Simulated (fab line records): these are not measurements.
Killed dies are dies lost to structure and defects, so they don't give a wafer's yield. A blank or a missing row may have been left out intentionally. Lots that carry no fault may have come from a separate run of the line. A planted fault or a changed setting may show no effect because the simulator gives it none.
What tool caused it? || flow n5 finfet || 11 lots, 29 wafers sampled, at 7 steps of a route of 1938

WHAT EACH GAUGE READ, for each wafer
N5_BEOL_M9_OVL_MEAS_29. Usual: V8_OVL typically reads -0.1 nm, with standard deviation 0.71.
{"lot": "L228", "measured": "day 10 01:43", "on": "overlay-01", "V8_OVL (nm)": "-1.1 -1.6 0.4", "flag": ""}
{"lot": "L232", "measured": "day 10 11:50", "on": "overlay-01", "V8_OVL (nm)": "-0.4 1.5 1.8", "flag": ""}
{"lot": "L230", "measured": "day 10 21:30", "on": "overlay-02", "V8_OVL (nm)": "0.3 0.2 -0.2", "flag": ""}
{"lot": "L236", "measured": "day 11 14:46", "on": "overlay-01", "V8_OVL (nm)": "-0.7 0.9", "flag": ""}
{"lot": "L237", "measured": "day 11 19:23", "on": "overlay-01", "V8_OVL (nm)": "-0.5 -0.6 0.4", "flag": ""}
{"lot": "L239", "measured": "day 12 15:22", "on": "overlay-01", "V8_OVL (nm)": "1.3 0.7 0.0", "flag": ""}
{"lot": "L240", "measured": "day 13 04:59", "on": "overlay-02", "V8_OVL (nm)": "-0.1 0.2 -0.3", "flag": ""}
{"lot": "L243", "measured": "day 13 08:29", "on": "overlay-01", "V8_OVL (nm)": "0.2 -0.8 0.8", "flag": ""}
{"lot": "L249", "measured": "day 14 21:31", "on": "overlay-01", "V8_OVL (nm)": 0.2, "flag": ""}
{"lot": "L250", "measured": "day 15 00:37", "on": "overlay-02", "V8_OVL (nm)": "-0.7 0.1", "flag": ""}
{"lot": "L251", "measured": "day 15 08:04", "on": "overlay-01", "V8_OVL (nm)": "-0.2 0.7 -0.4", "flag": ""}

N5_BEOL_M9_OCD_MEAS_38. Usual: trench depth nm reads 150.8 nm (standard deviation 2.3).
{"lot": "L228", "measured": "day 10 02:47", "on": "ocd-02", "trench depth nm (nm)": "150.8 149.7 148.5", "flag": ""}
{"lot": "L232", "measured": "day 10 12:22", "on": "ocd-02", "trench depth nm (nm)": "150.4 148.6 151.0", "flag": ""}
{"lot": "L230", "measured": "day 10 22:03", "on": "ocd-01", "trench depth nm (nm)": "152.2 149.8 153.0", "flag": ""}
{"lot": "L236", "measured": "day 11 15:19", "on": "ocd-01", "trench depth nm (nm)": "155.4 151.9", "flag": ""}
{"lot": "L237", "measured": "day 11 19:56", "on": "ocd-02", "trench depth nm (nm)": "150.4 148.6 150.0", "flag": ""}
{"lot": "L239", "measured": "day 12 15:55", "on": "ocd-01", "trench depth nm (nm)": "148.2 150.1 149.0", "flag": ""}
{"lot": "L240", "measured": "day 13 05:32", "on": "ocd-02", "trench depth nm (nm)": "153.6 153.5 153.9", "flag": ""}
{"lot": "L243", "measured": "day 13 09:06", "on": "ocd-01", "trench depth nm (nm)": "153.5 150.2 154.7", "flag": ""}
{"lot": "L249", "measured": "day 14 22:13", "on": "ocd-02", "trench depth nm (nm)": 123.6, "flag": "OFF"}
{"lot": "L250", "measured": "day 15 01:10", "on": "ocd-01", "trench depth nm (nm)": "147.9 150.7", "flag": ""}
{"lot": "L251", "measured": "day 15 08:37", "on": "ocd-02", "trench depth nm (nm)": "150.5 153.0 151.1", "flag": ""}

N5_BEOL_M9_THK_MEAS_53: measures by xrf. Usual: M9_THK typically reads 139.2 nm, with standard deviation 2.7.
{"lot": "L228", "measured": "day 10 05:50", "on": "film metro-02", "M9_THK (nm)": "139.5 137.7 138.0", "flag": ""}
{"lot": "L232", "measured": "day 10 15:14", "on": "film metro-01", "M9_THK (nm)": "141.5 136.8 142.2", "flag": ""}
{"lot": "L230", "measured": "day 11 00:04", "on": "film metro-01", "M9_THK (nm)": "139.6 137.7 141.8", "flag": ""}
{"lot": "L236", "measured": "day 11 17:48", "on": "film metro-02", "M9_THK (nm)": "148.0 143.2", "flag": ""}
{"lot": "L237", "measured": "day 11 22:49", "on": "film metro-02", "M9_THK (nm)": "139.7 137.6 139.8", "flag": ""}
{"lot": "L239", "measured": "day 12 18:03", "on": "film metro-01", "M9_THK (nm)": "133.6 135.4 135.2", "flag": ""}
{"lot": "L240", "measured": "day 13 07:44", "on": "film metro-02", "M9_THK (nm)": "138.9 141.2 140.9", "flag": ""}
{"lot": "L243", "measured": "day 13 11:55", "on": "film metro-02", "M9_THK (nm)": "139.9 138.6 141.7", "flag": ""}
{"lot": "L249", "measured": "day 15 00:53", "on": "film metro-01", "M9_THK (nm)": 111.6, "flag": "OFF"}
{"lot": "L250", "measured": "day 15 04:59", "on": "film metro-02", "M9_THK (nm)": "136.1 138.2", "flag": ""}
{"lot": "L251", "measured": "day 15 11:40", "on": "film metro-02", "M9_THK (nm)": "140.2 143.4 139.4", "flag": ""}

N5_BEOL_M9_RS_MEAS_57: uses a four-point probe to measure. Usual: M9_RS typically reads 0.151 ohm/sq, with standard deviation 0.0032.
{"lot": "L228", "measured": "day 10 05:58", "on": "film metro-01", "M9_RS (ohm/sq)": "0.151 0.154 0.153", "flag": ""}
{"lot": "L232", "measured": "day 10 15:24", "on": "film metro-02", "M9_RS (ohm/sq)": "0.150 0.155 0.149", "flag": ""}
{"lot": "L230", "measured": "day 11 00:12", "on": "film metro-02", "M9_RS (ohm/sq)": "0.150 0.153 0.147", "flag": ""}
{"lot": "L236", "measured": "day 11 17:56", "on": "film metro-01", "M9_RS (ohm/sq)": "0.144 0.149", "flag": ""}
{"lot": "L237", "measured": "day 11 22:58", "on": "film metro-02", "M9_RS (ohm/sq)": "0.153 0.155 0.153", "flag": ""}
{"lot": "L239", "measured": "day 12 18:11", "on": "film metro-01", "M9_RS (ohm/sq)": "0.157 0.155 0.155", "flag": ""}
{"lot": "L240", "measured": "day 13 07:52", "on": "film metro-02", "M9_RS (ohm/sq)": "0.150 0.149 0.149", "flag": ""}
{"lot": "L243", "measured": "day 13 12:06", "on": "film metro-02", "M9_RS (ohm/sq)": "0.149 0.150 0.146", "flag": ""}
{"lot": "L249", "measured": "day 15 01:01", "on": "film metro-02", "M9_RS (ohm/sq)": 0.193, "flag": "OFF"}
{"lot": "L250", "measured": "day 15 05:08", "on": "film metro-01", "M9_RS (ohm/sq)": "0.155 0.154", "flag": ""}
{"lot": "L251", "measured": "day 15 11:49", "on": "film metro-02", "M9_RS (ohm/sq)": "0.151 0.148 0.151", "flag": ""}

EACH LOT AND THE TOOL THAT RAN IT (in order: tool; ch and the chambers of the sampled wafers; start)
{"lot": "L228", "N5_BEOL_M9_VIA_ETCH_34": "rie diel-06 ch 1,2,3, day 10 02:31", "N5_BEOL_M9_TRENCH_ETCH_37": "rie diel-06 ch 1,2,3, day 10 02:37", "N5_BEOL_M9_PRE_CLEAN_45": "pvd sputter-03, day 10 03:59"}
{"lot": "L232", "N5_BEOL_M9_VIA_ETCH_34": "rie diel-04 ch 0,1,2, day 10 12:06", "N5_BEOL_M9_TRENCH_ETCH_37": "rie diel-04 ch 0,1,2, day 10 12:12", "N5_BEOL_M9_PRE_CLEAN_45": "pvd sputter-03, day 10 13:04"}
{"lot": "L230", "N5_BEOL_M9_VIA_ETCH_34": "rie diel-04 ch 0,1,2, day 10 21:47", "N5_BEOL_M9_TRENCH_ETCH_37": "rie diel-04 ch 0,1,2, day 10 21:53", "N5_BEOL_M9_PRE_CLEAN_45": "pvd sputter-03, day 10 22:40"}
{"lot": "L236", "N5_BEOL_M9_VIA_ETCH_34": "rie diel-02 ch 0,1, day 11 15:02", "N5_BEOL_M9_TRENCH_ETCH_37": "rie diel-02 ch 0,1, day 11 15:08", "N5_BEOL_M9_PRE_CLEAN_45": "pvd sputter-01, day 11 16:16"}
{"lot": "L237", "N5_BEOL_M9_VIA_ETCH_34": "rie diel-06 ch 1,2, day 11 19:39", "N5_BEOL_M9_TRENCH_ETCH_37": "rie diel-06 ch 1,2, day 11 19:45", "N5_BEOL_M9_PRE_CLEAN_45": "pvd sputter-01, day 11 21:04"}
{"lot": "L239", "N5_BEOL_M9_VIA_ETCH_34": "rie diel-06 ch 1,2,3, day 12 15:39", "N5_BEOL_M9_TRENCH_ETCH_37": "rie diel-06 ch 1,2,3, day 12 15:45", "N5_BEOL_M9_PRE_CLEAN_45": "pvd sputter-03, day 12 16:35"}
{"lot": "L240", "N5_BEOL_M9_VIA_ETCH_34": "rie diel-02 ch 0,1,3, day 13 05:16", "N5_BEOL_M9_TRENCH_ETCH_37": "rie diel-02 ch 0,1,3, day 13 05:22", "N5_BEOL_M9_PRE_CLEAN_45": "pvd sputter-03, day 13 06:11"}
{"lot": "L243", "N5_BEOL_M9_VIA_ETCH_34": "rie diel-04 ch 1,3, day 13 08:49", "N5_BEOL_M9_TRENCH_ETCH_37": "rie diel-04 ch 1,3, day 13 08:55", "N5_BEOL_M9_PRE_CLEAN_45": "pvd sputter-01, day 13 09:58"}
{"lot": "L249", "N5_BEOL_M9_VIA_ETCH_34": "rie diel-04 ch 0, day 14 21:56", "N5_BEOL_M9_TRENCH_ETCH_37": "rie diel-04 ch 0, day 14 22:03", "N5_BEOL_M9_PRE_CLEAN_45": "pvd sputter-03, day 14 22:49"}
{"lot": "L250", "N5_BEOL_M9_VIA_ETCH_34": "rie diel-02 ch 2,3, day 15 00:53", "N5_BEOL_M9_TRENCH_ETCH_37": "rie diel-02 ch 2,3, day 15 00:59", "N5_BEOL_M9_PRE_CLEAN_45": "pvd sputter-03, day 15 01:43"}
{"lot": "L251", "N5_BEOL_M9_VIA_ETCH_34": "rie diel-02 ch 1,3, day 15 08:20", "N5_BEOL_M9_TRENCH_ETCH_37": "rie diel-02 ch 1,3, day 15 08:26", "N5_BEOL_M9_PRE_CLEAN_45": "pvd sputter-01, day 15 09:18"}
- N5_BEOL_M9_VIA_ETCH_34: etches SiCOH lowk in C4F6/O2, target depth 182.4 nm, time 68.4 s.
- N5_BEOL_M9_TRENCH_ETCH_37: etches SiCOH lowk in C4F6/O2, target depth 151.43 nm, time 49 s.
- N5_BEOL_M9_PRE_CLEAN_45: time 30 s.

AS READ BY THE TOOLS THEMSELVES (means over the sampled wafers that have a number; for cases with no such wafer, the mark the record gives instead)
N5_BEOL_M9_VIA_ETCH_34. Usual: bias w 185.0 W, standard deviation 0.62; drypump motor current A 5.8 A, standard deviation 0.42; oes product au 0.79 a.u., standard deviation 0.057; rf vpp V 662 V, standard deviation 8.7; showerhead plenum p Torr 2.87 Torr, standard deviation 0.11; throttle valve pct 20.87 %, standard deviation 0.28.
{"lot": "L228", "tool": "rie diel-06", "bias w (W)": 185.3, "drypump motor current A (A)": 5.9, "oes product au (a.u.)": 0.80, "rf vpp V (V)": 667, "showerhead plenum p Torr (Torr)": 2.90, "throttle valve pct (%)": 20.67, "flag": ""}
{"lot": "L232", "tool": "rie diel-04", "bias w (W)": 185.2, "drypump motor current A (A)": 5.5, "oes product au (a.u.)": 0.81, "rf vpp V (V)": 668, "showerhead plenum p Torr (Torr)": 2.78, "throttle valve pct (%)": 20.83, "flag": ""}
{"lot": "L230", "tool": "rie diel-04", "bias w (W)": 185.6, "drypump motor current A (A)": 5.5, "oes product au (a.u.)": 0.80, "rf vpp V (V)": 668, "showerhead plenum p Torr (Torr)": 2.78, "throttle valve pct (%)": 20.82, "flag": ""}
{"lot": "L236", "tool": "rie diel-02", "bias w (W)": 185.1, "drypump motor current A (A)": 5.3, "oes product au (a.u.)": 0.80, "rf vpp V (V)": 660, "showerhead plenum p Torr (Torr)": 2.99, "throttle valve pct (%)": 20.97, "flag": ""}
{"lot": "L237", "tool": "rie diel-06", "bias w (W)": 184.9, "drypump motor current A (A)": 6.1, "oes product au (a.u.)": 0.82, "rf vpp V (V)": 659, "showerhead plenum p Torr (Torr)": 2.84, "throttle valve pct (%)": 20.64, "flag": ""}
{"lot": "L239", "tool": "rie diel-06", "bias w (W)": 184.2, "drypump motor current A (A)": 5.9, "oes product au (a.u.)": 0.77, "rf vpp V (V)": 668, "showerhead plenum p Torr (Torr)": 2.89, "throttle valve pct (%)": 20.70, "flag": ""}
{"lot": "L240", "tool": "rie diel-02", "bias w (W)": 185.2, "drypump motor current A (A)": 5.5, "oes product au (a.u.)": 0.79, "rf vpp V (V)": 660, "showerhead plenum p Torr (Torr)": 2.99, "throttle valve pct (%)": 20.84, "flag": ""}
{"lot": "L243", "tool": "rie diel-04", "bias w (W)": 184.8, "drypump motor current A (A)": 5.9, "oes product au (a.u.)": 0.79, "rf vpp V (V)": 658, "showerhead plenum p Torr (Torr)": 2.86, "throttle valve pct (%)": 20.99, "flag": ""}
{"lot": "L249", "tool": "rie diel-04", "bias w (W)": 186.3, "drypump motor current A (A)": 5.7, "oes product au (a.u.)": 0.84, "rf vpp V (V)": 671, "showerhead plenum p Torr (Torr)": 2.75, "throttle valve pct (%)": 20.55, "flag": ""}
{"lot": "L250", "tool": "rie diel-02", "bias w (W)": 185.1, "drypump motor current A (A)": 6.2, "oes product au (a.u.)": 0.76, "rf vpp V (V)": 658, "showerhead plenum p Torr (Torr)": 2.86, "throttle valve pct (%)": 20.91, "flag": ""}
{"lot": "L251", "tool": "rie diel-02", "bias w (W)": 184.7, "drypump motor current A (A)": 5.7, "oes product au (a.u.)": 0.81, "rf vpp V (V)": 656, "showerhead plenum p Torr (Torr)": 2.99, "throttle valve pct (%)": 20.62, "flag": ""}

N5_BEOL_M9_TRENCH_ETCH_37. Usual: bias w 184.9 W, standard deviation 0.59; drypump motor current A 5.8 A, standard deviation 0.42; oes product au 0.79 a.u., standard deviation 0.058; rf vpp V 662 V, standard deviation 8.7; showerhead plenum p Torr 2.87 Torr, standard deviation 0.11; throttle valve pct 20.90 %, standard deviation 0.28.
{"lot": "L228", "tool": "rie diel-06", "bias w (W)": 184.6, "drypump motor current A (A)": 5.9, "oes product au (a.u.)": 0.80, "rf vpp V (V)": 667, "showerhead plenum p Torr (Torr)": 2.90, "throttle valve pct (%)": 20.69, "flag": ""}
{"lot": "L232", "tool": "rie diel-04", "bias w (W)": 184.9, "drypump motor current A (A)": 5.5, "oes product au (a.u.)": 0.80, "rf vpp V (V)": 667, "showerhead plenum p Torr (Torr)": 2.78, "throttle valve pct (%)": 20.85, "flag": ""}
{"lot": "L230", "tool": "rie diel-04", "bias w (W)": 185.3, "drypump motor current A (A)": 5.5, "oes product au (a.u.)": 0.80, "rf vpp V (V)": 666, "showerhead plenum p Torr (Torr)": 2.78, "throttle valve pct (%)": 20.86, "flag": ""}
{"lot": "L236", "tool": "rie diel-02", "bias w (W)": 184.6, "drypump motor current A (A)": 5.3, "oes product au (a.u.)": 0.80, "rf vpp V (V)": 660, "showerhead plenum p Torr (Torr)": 2.99, "throttle valve pct (%)": 21.00, "flag": ""}
{"lot": "L237", "tool": "rie diel-06", "bias w (W)": 184.7, "drypump motor current A (A)": 6.1, "oes product au (a.u.)": 0.82, "rf vpp V (V)": 660, "showerhead plenum p Torr (Torr)": 2.84, "throttle valve pct (%)": 20.67, "flag": ""}
{"lot": "L239", "tool": "rie diel-06", "bias w (W)": 185.1, "drypump motor current A (A)": 5.9, "oes product au (a.u.)": 0.78, "rf vpp V (V)": 667, "showerhead plenum p Torr (Torr)": 2.89, "throttle valve pct (%)": 20.72, "flag": ""}
{"lot": "L240", "tool": "rie diel-02", "bias w (W)": 185.0, "drypump motor current A (A)": 5.5, "oes product au (a.u.)": 0.79, "rf vpp V (V)": 661, "showerhead plenum p Torr (Torr)": 2.99, "throttle valve pct (%)": 20.87, "flag": ""}
{"lot": "L243", "tool": "rie diel-04", "bias w (W)": 185.1, "drypump motor current A (A)": 5.8, "oes product au (a.u.)": 0.80, "rf vpp V (V)": 657, "showerhead plenum p Torr (Torr)": 2.86, "throttle valve pct (%)": 21.02, "flag": ""}
{"lot": "L249", "tool": "rie diel-04", "bias w (W)": 90.2, "drypump motor current A (A)": 5.6, "oes product au (a.u.)": 0.75, "rf vpp V (V)": 378, "showerhead plenum p Torr (Torr)": 2.75, "throttle valve pct (%)": 20.52, "flag": "OFF"}
{"lot": "L250", "tool": "rie diel-02", "bias w (W)": 184.6, "drypump motor current A (A)": 6.2, "oes product au (a.u.)": 0.76, "rf vpp V (V)": 658, "showerhead plenum p Torr (Torr)": 2.86, "throttle valve pct (%)": 20.92, "flag": ""}
{"lot": "L251", "tool": "rie diel-02", "bias w (W)": 184.1, "drypump motor current A (A)": 5.7, "oes product au (a.u.)": 0.81, "rf vpp V (V)": 656, "showerhead plenum p Torr (Torr)": 2.99, "throttle valve pct (%)": 20.65, "flag": ""}

N5_BEOL_M9_PRE_CLEAN_45. Usual: heater power w 341 W, standard deviation 33; susceptor temp C 250.02 C, standard deviation 0.19.
{"lot": "L228", "tool": "pvd sputter-03", "heater power w (W)": 352, "susceptor temp C (C)": 250.15, "flag": ""}
{"lot": "L232", "tool": "pvd sputter-03", "heater power w (W)": 329, "susceptor temp C (C)": 249.98, "flag": ""}
{"lot": "L230", "tool": "pvd sputter-03", "heater power w (W)": 353, "susceptor temp C (C)": 249.91, "flag": ""}
{"lot": "L236", "tool": "pvd sputter-01", "heater power w (W)": 308, "susceptor temp C (C)": 250.09, "flag": ""}
{"lot": "L237", "tool": "pvd sputter-01", "heater power w (W)": 297, "susceptor temp C (C)": 249.98, "flag": ""}
{"lot": "L239", "tool": "pvd sputter-03", "heater power w (W)": 358, "susceptor temp C (C)": 249.92, "flag": ""}
{"lot": "L240", "tool": "pvd sputter-03", "heater power w (W)": 334, "susceptor temp C (C)": 250.03, "flag": ""}
{"lot": "L243", "tool": "pvd sputter-01", "heater power w (W)": 316, "susceptor temp C (C)": 250.07, "flag": ""}
{"lot": "L249", "tool": "pvd sputter-03", "heater power w (W)": 338, "susceptor temp C (C)": 250.17, "flag": ""}
{"lot": "L250", "tool": "pvd sputter-03", "heater power w (W)": 346, "susceptor temp C (C)": 249.99, "flag": ""}
{"lot": "L251", "tool": "pvd sputter-01", "heater power w (W)": 366, "susceptor temp C (C)": 250.10, "flag": ""}

THE ANSWER, worked out from the rows above alone
Rule: take the mean of a lot's wafers that have a number; if it is more than 3 standard deviations from the usual mean, the lot is off. Also off: a lot with no number at a reading for which 4 or more lots have one. Any other lot the step has rows for is counted as sound. Order of review: gauges by route order, followed by the tools' own readings, for which a lot's mean as printed above is used. The first step at which some lot is off is used, and at that step the reading that is off furthest; a lot without a number counts as furthest.
Off at N5_BEOL_M9_OCD_MEAS_38 (trench depth nm): L249.
If a tool, at a process step before that reading, ran all the lots that are off and no sound lot after the first of them, it fits. Not tried: the gauges at N5_BEOL_M9_OCD_MEAS_38; whatever is off there is also off at N5_BEOL_M9_THK_MEAS_53, on other tools, and gauge error can't account for it. One fits: rie diel-04 at N5_BEOL_M9_VIA_ETCH_34 and N5_BEOL_M9_TRENCH_ETCH_37. At N5_BEOL_M9_VIA_ETCH_34 its last sound lot is L243 (day 13 08:49), its first lot that is off L249 (day 14 21:56): a fault that began between those two fits.

WHAT THE SIMULATOR PUT IN
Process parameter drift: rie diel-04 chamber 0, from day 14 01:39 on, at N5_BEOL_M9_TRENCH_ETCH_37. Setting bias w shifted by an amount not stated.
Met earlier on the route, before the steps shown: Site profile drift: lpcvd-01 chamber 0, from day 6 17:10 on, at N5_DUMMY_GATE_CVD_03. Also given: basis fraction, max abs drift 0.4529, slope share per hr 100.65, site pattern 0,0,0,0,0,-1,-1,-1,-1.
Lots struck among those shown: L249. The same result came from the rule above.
